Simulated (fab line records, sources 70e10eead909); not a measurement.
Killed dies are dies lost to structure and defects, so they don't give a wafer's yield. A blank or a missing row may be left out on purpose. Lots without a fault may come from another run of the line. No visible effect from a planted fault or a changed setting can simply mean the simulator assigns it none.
fab line records -- flow nand-harc
record: lots: 15, wafers: 45, last-day: 33
route steps=1302 shown P_GATE@209 P_CONTACT@218
lots that met no fault: from a run of the same line without faults
start-h: the number of hours between the record's first day and the start of the first shown wafer of the lot -- wait-h: hours from the lot's prior step to this one -- " repeats the value in the row above -- L1.1+2: a single row standing in for several wafers -- - no value, or no start given -- * or withheld: withheld -- < > ~ a bound
route shown NAME@n: NAME is a module with steps in the file, n the number in the route of the first one -- usual: mean/standard deviation taken from wafers without a fault -- same: alike in all rows -- chamber/n: place in a boat -- sites: the reading at each site -- _std_site: the standard deviation of these -- _edge_site: the outer-site mean with the inner-site mean subtracted -- radius-mm: how far each site lies from the wafer's centre -- mask NAME#n: copy n -- behind: the tool/chamber that last shaped the wafer -- hold: reason for holding the lot/hours on hold/outcome of the hold -- device: names the non-switching transistor (n, p or np) -- end of line: the tests these same wafers got at the end of their route -- where a step has no rows: the recipe by itself -- killed: at the first sort, the dies lost to defects and structure; wafer yield is something else -- map: the dies of a wafer, with x for killed, . for not killed, _ for no die there
set.NAME: the setting the step ran with; set.NAME@STEP: the setting that earlier step ran with -- model.NAME: the simulator's own value behind a step, which no gauge read
one table for each step of the route and one row for each wafer, over a sample of lots
services: the hour from which a tool's chamber was out of use, counted from the record's first day as start-h (under 0 if before that day), plus the number of hours and why
== steps ==
step: NHARC_P_GATE_DEGAS_109
recipe: temp-c: 300, time-s: 60
usual: heater-power-w: 484/48
same: time-s: 60
lot.wafer,tool,chamber,start-h,wait-h,heater-power-w
L856.2,pvd-sputter-03,-,133.85,0.1,379
L856.4,pvd-sputter-03,-,133.85,0.1,464
L856.5,pvd-sputter-03,-,133.85,0.1,472
L857.3,pvd-sputter-02,-,140.80,0.1,544
L857.1,pvd-sputter-02,-,140.80,0.1,561
L857.5,pvd-sputter-02,-,140.80,0.1,485
L858.2,pvd-sputter-01,-,153.79,0.1,544
L858.1,pvd-sputter-01,-,153.79,0.1,457
L858.5,pvd-sputter-01,-,153.79,0.1,525
L859.1,pvd-sputter-03,-,173.87,0.1,476
L859.2,pvd-sputter-03,-,173.87,0.1,449
L859.5,pvd-sputter-03,-,173.87,0.1,381
L866.2,pvd-sputter-02,-,233.04,0.1,547
L866.1,pvd-sputter-02,-,233.04,0.1,472
L866.5,pvd-sputter-02,-,233.04,0.1,450
L867.4,pvd-sputter-03,-,240.99,0.1,394
L867.1,pvd-sputter-03,-,240.99,0.1,445
L867.6,pvd-sputter-03,-,240.99,0.1,483
L868.2,pvd-sputter-03,-,265.10,0.1,391
L868.3,pvd-sputter-03,-,265.10,0.1,484
L868.5,pvd-sputter-03,-,265.10,0.1,394
L870.2,pvd-sputter-03,-,280.76,0.1,474
L870.3,pvd-sputter-03,-,280.76,0.1,480
L870.5,pvd-sputter-03,-,280.76,0.1,383
L871.1,pvd-sputter-01,-,284.74,0.1,538
L871.5,pvd-sputter-01,-,284.74,0.1,441
L871.6,pvd-sputter-01,-,284.74,0.1,537
L872.1,pvd-sputter-01,-,290.63,0.1,530
L872.6,pvd-sputter-01,-,290.63,0.1,532
L872.5,pvd-sputter-01,-,290.63,0.1,445
L873.2,pvd-sputter-01,-,303.86,0.1,456
L873.1,pvd-sputter-01,-,303.86,0.1,520
L873.3,pvd-sputter-01,-,303.86,0.1,457
L874.2,pvd-sputter-02,-,311.39,0.1,546
L874.4,pvd-sputter-02,-,311.39,0.1,482
L874.5,pvd-sputter-02,-,311.39,0.1,459
L875.3,pvd-sputter-02,-,322.54,0.1,494
L875.4,pvd-sputter-02,-,322.54,0.1,465
L875.6,pvd-sputter-02,-,322.54,0.1,551
L876.1,pvd-sputter-01,-,341.70,0.1,456
L876.3,pvd-sputter-01,-,341.70,0.1,538
L876.6,pvd-sputter-01,-,341.70,0.1,447
L877.1,pvd-sputter-01,-,347.52,0.1,442
L877.2,pvd-sputter-01,-,347.52,0.1,435
L877.6,pvd-sputter-01,-,347.52,0.1,532
step: NHARC_P_CONTACT_DEP_00
recipe: target-thk-a: 5000, temp-c: 400, pressure-torr: 6.5, rf-w: 900, teos-flow-sccm: 161.4, flow-sccm: 2650, target-thk-nm: 500, gas: O2, material: SiO2
usual: chamber-pressure-Torr: 6.500/0.013, heater-power-w: 605/90, showerhead-vpp-V: 1836/66, throttle-valve-pct: 15.9/0.62
lot.wafer,tool,chamber,start-h,wait-h,chamber-pressure-Torr,heater-power-w,showerhead-vpp-V,throttle-valve-pct
L856.2,pecvd-04,0,135.44,0.3,6.486,683,1819,15.7
L856.4,pecvd-04,2,135.44,0.3,6.510,635,1807,14.9
L856.5,pecvd-04,2,135.44,0.3,6.496,492,1852,15.4
L857.1,pecvd-04,0,-,-,6.496,674,1837,15.7
L857.3,pecvd-04,1,-,-,6.505,495,1739,16.4
L857.5,pecvd-04,0,-,-,6.497,700,1824,15.7
L858.1,pecvd-03,1,-,-,6.507,561,1945,15.7
L858.2,pecvd-03,0,-,-,6.514,660,1898,15.5
L858.5,pecvd-03,1,-,-,6.497,585,1924,15.5
L859.1,pecvd-04,0,-,-,6.482,713,1811,15.9
L859.2,pecvd-04,1,-,-,6.485,620,1764,16.7
L859.5,pecvd-04,2,-,-,6.493,618,1858,15.3
L866.2,pecvd-03,2,-,-,6.501,476,1830,15.4
L866.1,pecvd-03,1,-,-,6.485,660,1952,14.9
L866.5,pecvd-03,1,-,-,6.471,499,1927,14.8
L867.1,pecvd-03,1,-,-,6.491,607,1942,15.0
L867.4,pecvd-03,2,-,-,6.491,563,1836,15.8
L867.6,pecvd-03,1,-,-,6.487,637,1941,15.0
L868.3,pecvd-01,1,-,-,6.505,784,1758,16.5
L868.2,pecvd-01,2,-,-,6.503,521,1803,16.2
L868.5,pecvd-01,2,-,-,6.496,525,1787,16.1
L870.2,pecvd-01,1,-,-,6.479,766,1775,16.8
L870.3,pecvd-01,2,-,-,6.513,534,1798,16.2
L870.5,pecvd-01,1,-,-,6.492,786,1763,16.5
L871.1,pecvd-04,2,-,-,6.473,554,1828,15.1
L871.5,pecvd-04,2,-,-,6.504,607,1826,15.2
L871.6,pecvd-04,0,-,-,6.509,608,1788,15.8
L872.1,pecvd-01,1,-,-,6.513,776,1825,16.8
L872.6,pecvd-01,2,-,-,6.518,549,1809,16.2
L872.5,pecvd-01,0,-,-,6.486,673,1983,17.1
L873.2,pecvd-03,1,-,-,6.512,655,1926,15.1
L873.1,pecvd-03,2,-,-,6.514,464,1837,15.7
L873.3,pecvd-03,0,-,-,6.508,647,1859,15.2
L874.2,pecvd-04,1,-,-,6.526,524,1732,16.5
L874.4,pecvd-04,2,-,-,6.481,683,1829,15.4
L874.5,pecvd-04,0,-,-,6.511,727,1815,15.6
L875.3,pecvd-04,2,-,-,6.529,618,1857,15.2
L875.4,pecvd-04,2,-,-,6.500,652,1841,15.5
L875.6,pecvd-04,0,-,-,6.495,651,1814,15.5
L876.1,pecvd-04,2,-,-,6.517,550,1858,15.3
L876.3,pecvd-04,0,-,-,6.489,646,1833,15.8
L876.6,pecvd-04,2,-,-,6.498,581,1794,15.3
L877.1,pecvd-04,1,-,-,6.494,548,1740,16.7
L877.2,pecvd-04,2,-,-,6.518,639,1803,15.1
L877.6,pecvd-04,0,-,-,6.489,657,1808,15.8
step: NHARC_P_CONTACT_PEB_10
recipe: peb-temp-c: 100, peb-time-s: 65
usual: chill-plate-temp-C: 23.00/0.12, exhaust-pa: 45.0/0.89
lot.wafer,tool,chamber,start-h,wait-h,chill-plate-temp-C,exhaust-pa
L856.2,litho-track-01,-,136.68,0.1,-,-
L856.4,litho-track-01,-,136.68,0.1,-,-
L856.5,litho-track-01,-,136.68,0.1,-,-
L857.1,litho-track-04,-,143.15,0.1,-,-
L857.3,litho-track-04,-,143.15,0.1,-,-
L857.5,litho-track-04,-,143.15,0.1,-,-
L858.1,litho-track-06,-,156.34,0.1,-,-
L858.2,litho-track-06,-,156.34,0.1,-,-
L858.5,litho-track-06,-,156.34,0.1,-,-
L859.1,litho-track-04,0,176.34,0.1,23.02,45.4
L859.2,litho-track-04,0,176.34,0.1,22.89,44.6
L859.5,litho-track-04,0,176.34,0.1,22.78,45.0
L866.1,litho-track-04,0,235.52,0.1,23.05,44.6
L866.2,litho-track-04,0,235.52,0.1,23.18,44.6
L866.5,litho-track-04,0,235.52,0.1,23.05,43.7
L867.1,litho-track-04,0,243.47,0.1,23.02,45.6
L867.4,litho-track-04,0,243.47,0.1,22.88,44.9
L867.6,litho-track-04,0,243.47,0.1,23.02,44.7
L868.2,litho-track-01,0,267.64,0.1,23.01,43.6
L868.3,litho-track-01,0,267.64,0.1,22.93,45.5
L868.5,litho-track-01,0,267.64,0.1,23.03,45.3
L870.2,litho-track-04,0,283.27,0.1,22.87,43.7
L870.3,litho-track-04,0,283.27,0.1,22.78,43.8
L870.5,litho-track-04,0,283.27,0.1,22.74,45.4
L871.1,litho-track-06,0,287.19,0.1,23.05,45.7
L871.5,litho-track-06,0,287.19,0.1,23.02,45.8
L871.6,litho-track-06,0,287.19,0.1,22.98,44.7
L872.1,litho-track-01,0,293.12,0.1,23.22,45.3
L872.5,litho-track-01,0,293.12,0.1,23.20,45.3
L872.6,litho-track-01,0,293.12,0.1,23.08,43.8
L873.1,litho-track-04,0,306.34,0.1,22.91,44.9
L873.2,litho-track-04,0,306.34,0.1,22.87,45.4
L873.3,litho-track-04,0,306.34,0.1,22.99,44.9
L874.2,litho-track-06,0,313.86,0.1,23.14,44.1
L874.4,litho-track-06,0,313.86,0.1,23.02,45.6
L874.5,litho-track-06,0,313.86,0.1,23.06,45.6
L875.3,litho-track-04,0,324.91,0.0,23.02,45.4
L875.4,litho-track-04,0,324.91,0.0,22.97,45.5
L875.6,litho-track-04,0,324.91,0.0,23.04,44.7
L876.1,litho-track-01,0,344.06,0.1,22.91,45.2
L876.3,litho-track-01,0,344.06,0.1,22.94,45.3
L876.6,litho-track-01,0,344.06,0.1,22.87,46.0
L877.1,litho-track-01,0,349.88,0.1,22.94,46.0
L877.2,litho-track-01,0,349.88,0.1,23.12,43.1
L877.6,litho-track-01,0,349.88,0.1,22.88,44.6
step: NHARC_P_CONTACT_ETCH_31
recipe: target-depth-a: 300, time-s: 85.7, ion-energy-ev: 120, over-etch-frac: 1, ch3f-flow-sccm: 50, o2-flow-sccm: 30, ar-flow-sccm: 200, rf-w: 500, bias-w: 100, chemistry: CH3F/O2
usual: chamber-pressure-mTorr: 24.999/0.023, drypump-motor-current-A: 6.0/0.58, o2-flow-sccm: 30.01/0.092, oes-product-au: 0.980/0.016, rf-vpp-V: 243.9/1.5, showerhead-plenum-p-Torr: 2.42/0.1, throttle-valve-pct: 20.663/0.0093
same: time-s: 85.7
lot.wafer,tool,chamber,start-h,wait-h,chamber-pressure-mTorr,drypump-motor-current-A,o2-flow-sccm,oes-product-au,rf-hours-counter-h,rf-vpp-V,showerhead-plenum-p-Torr,throttle-valve-pct
L856.2,rie-diel-11,3,-,-,25.031,4.9,30.16,0.968,2.6,243.4,2.32,20.661
L856.4,rie-diel-11,0,-,-,24.988,6.3,30.15,0.983,2.6,242.3,2.35,20.676
L856.5,rie-diel-11,1,-,-,25.021,6.6,30.01,0.953,-,246.6,2.58,20.659
L857.1,rie-diel-11,1,-,-,24.962,6.6,30.20,0.971,3.0,245.0,2.58,20.672
L857.3,rie-diel-11,2,-,-,25.009,6.4,30.23,0.985,2.9,242.5,2.34,20.668
L857.5,rie-diel-11,1,-,-,25.016,6.5,30.07,0.988,-,245.7,2.58,20.663
L858.2,rie-diel-11,2,-,-,25.033,6.4,30.08,0.989,4.0,242.6,2.34,20.654
L858.1,rie-diel-11,0,-,-,25.027,6.4,30.10,0.998,3.8,243.0,2.35,20.647
L858.5,rie-diel-11,1,-,-,25.000,6.5,29.99,0.979,-,245.5,2.58,20.653
L859.2,rie-diel-11,3,-,-,25.024,4.9,30.06,1.005,5.1,242.5,2.32,20.664
L859.1,rie-diel-11,2,-,-,24.951,6.5,30.01,0.992,5.4,242.9,2.34,20.660
L859.5,rie-diel-11,3,-,-,24.956,4.9,29.93,1.000,-,242.3,2.32,20.657
L866.2,rie-diel-01,1,-,-,25.018,6.4,29.88,0.994,1.1,241.4,2.33,20.677
L866.1,rie-diel-01,2,-,-,24.976,5.3,29.99,0.976,1.2,244.5,2.41,20.646
L866.5,rie-diel-01,2,-,-,25.005,5.3,29.94,0.971,-,242.8,2.41,20.658
L867.4,rie-diel-06,1,-,-,25.047,6.3,30.10,0.969,2.6,244.9,2.47,20.643
L867.1,rie-diel-06,3,-,-,25.006,6.4,30.02,0.983,3.4,243.3,2.38,20.669
L867.6,rie-diel-06,0,-,-,24.980,6.0,29.99,0.975,-,247.1,2.58,20.671
L868.2,rie-diel-11,1,-,-,24.979,6.5,30.06,0.981,0.2,245.0,2.57,20.686
L868.3,rie-diel-11,2,-,-,25.005,6.4,30.04,0.963,0.4,241.7,2.34,20.668
L868.5,rie-diel-11,0,-,-,24.975,6.3,30.00,1.006,-,243.0,2.34,20.659
L870.2,rie-diel-01,0,-,-,25.033,4.9,30.06,0.979,2.4,247.0,2.56,20.666
L870.3,rie-diel-01,1,-,-,24.972,6.4,29.89,0.974,2.4,242.5,2.33,20.658
L870.5,rie-diel-01,1,-,-,25.010,6.4,29.95,0.991,-,242.7,2.33,20.655
L871.1,rie-diel-06,1,-,-,24.959,6.2,29.90,0.954,3.6,243.6,2.47,20.658
L871.6,rie-diel-06,1,-,-,24.999,6.2,30.03,0.956,-,245.2,2.47,20.657
L871.5,rie-diel-06,2,-,-,24.987,5.8,29.94,0.944,-,243.1,2.45,20.674
L872.1,rie-diel-06,3,-,-,25.001,6.4,29.86,0.990,4.7,242.9,2.38,20.676
L872.5,rie-diel-06,3,-,-,24.984,6.4,29.87,0.991,-,245.0,2.38,20.662
L872.6,rie-diel-06,0,-,-,25.024,6.0,30.04,1.004,-,245.7,2.58,20.675
L873.2,rie-diel-11,3,-,-,24.980,4.9,29.85,0.972,2.6,241.0,2.32,20.666
L873.1,rie-diel-11,0,-,-,24.987,6.4,30.04,0.994,2.3,242.8,2.34,20.656
L873.3,rie-diel-11,2,-,-,25.032,6.5,30.11,0.957,2.4,242.8,2.34,20.660
L874.4,rie-diel-11,1,-,-,25.047,6.5,30.20,0.957,2.4,245.8,2.57,20.692
L874.2,rie-diel-11,3,-,-,24.984,4.9,29.97,0.956,3.2,242.4,2.32,20.655
L874.5,rie-diel-11,1,-,-,25.010,6.5,30.07,0.963,-,245.6,2.57,20.662
L875.3,rie-diel-11,2,-,-,25.001,6.5,29.91,0.967,4.0,242.3,2.34,20.665
L875.6,rie-diel-11,0,-,-,25.019,6.3,30.03,0.979,-,242.0,2.34,20.662
L875.4,rie-diel-11,2,-,-,25.033,6.5,29.99,0.973,-,242.9,2.34,20.639
L876.3,rie-diel-11,0,-,-,25.022,6.4,30.09,1.004,4.6,243.0,2.34,20.669
L876.1,rie-diel-11,1,-,-,25.040,6.6,30.04,0.971,3.6,244.6,2.57,20.654
L876.6,rie-diel-11,0,-,-,24.995,6.4,29.95,1.008,-,242.0,2.34,20.657
L877.1,rie-diel-06,3,-,-,24.987,6.3,30.09,0.998,0.9,243.0,2.38,20.681
L877.2,rie-diel-06,1,-,-,24.985,6.2,30.14,0.981,0.7,244.6,2.47,20.660
L877.6,rie-diel-06,0,-,-,25.023,6.1,30.08,0.983,-,246.0,2.58,20.676
== services ==
tool,chamber,start-h,hours,kind
pecvd-03,0,110.46,16.2,repair
rie-diel-06,1,116.98,5.3,repair
pecvd-03,1,117.70,6.1,repair
pecvd-04,2,126.83,2.4,repair
rie-diel-06,-,130.20,9.0,pm
pecvd-04,1,133.09,7.7,repair
litho-track-01,-,155.00,7.0,pm
pecvd-03,1,172.74,5.0,repair
pvd-sputter-03,-,180.95,10.0,pm
pecvd-03,-,185.54,13.0,pm
pvd-sputter-03,-,192.77,2.6,repair
litho-track-04,-,203.00,7.0,pm
pvd-sputter-02,-,207.87,0.5,repair
rie-diel-11,0,217.46,8.5,repair
pvd-sputter-01,-,226.00,10.0,pm
rie-diel-11,1,249.45,12.3,repair
rie-diel-11,-,255.50,9.0,pm
pecvd-04,1,261.40,6.8,repair
pecvd-04,-,269.37,13.0,pm
pvd-sputter-03,-,298.99,0.8,repair
pvd-sputter-03,-,303.09,4.9,repair
rie-diel-11,1,321.73,7.7,repair
litho-track-01,-,330.00,7.0,pm
pvd-sputter-03,-,333.55,8.2,repair
== key ==
first-sign: step: NHARC_P_CONTACT_PEB_10, reading: tool-record, direction: missing
effect none on later readings
met-at NHARC_P_CONTACT_PEB_10
struck-lots L856,L857,L858
later-rows-left-out L856.2,L856.4,L856.5,L857.1,L857.3,L857.5,L858.1,L858.2,L858.5
sort-left-out L856.2,L856.4,L856.5,L857.1,L857.3,L857.5,L858.1,L858.2,L858.5
tester-left-out L856,L857,L858
not-acting-at NHARC_P_GATE_DEGAS_109,NHARC_P_CONTACT_DEP_00,NHARC_P_CONTACT_ETCH_31
fault: kind: skipped-step-whole, tool: litho-track-01,litho-track-04,litho-track-06, chamber: -, onset-h: 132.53, steps: NHARC_P_CONTACT_PEB_10, scope: struck-lots-only
tester-left-out: of these lots the tester's yield and bins aren't shown, on N5 and GAA mostly nor the transistor test; their killed dies are dies lost to structure and defects alone, not to doping, threshold or leakage, so they don't give the yield
sort-left-out: the simulated sort isn't trusted on such a fault, so these wafers' sort isn't shown, and their yield isn't known
later-rows-left-out: the simulator's readings of these wafers behind a module that went badly wrong aren't trusted and aren't shown, but for the sort
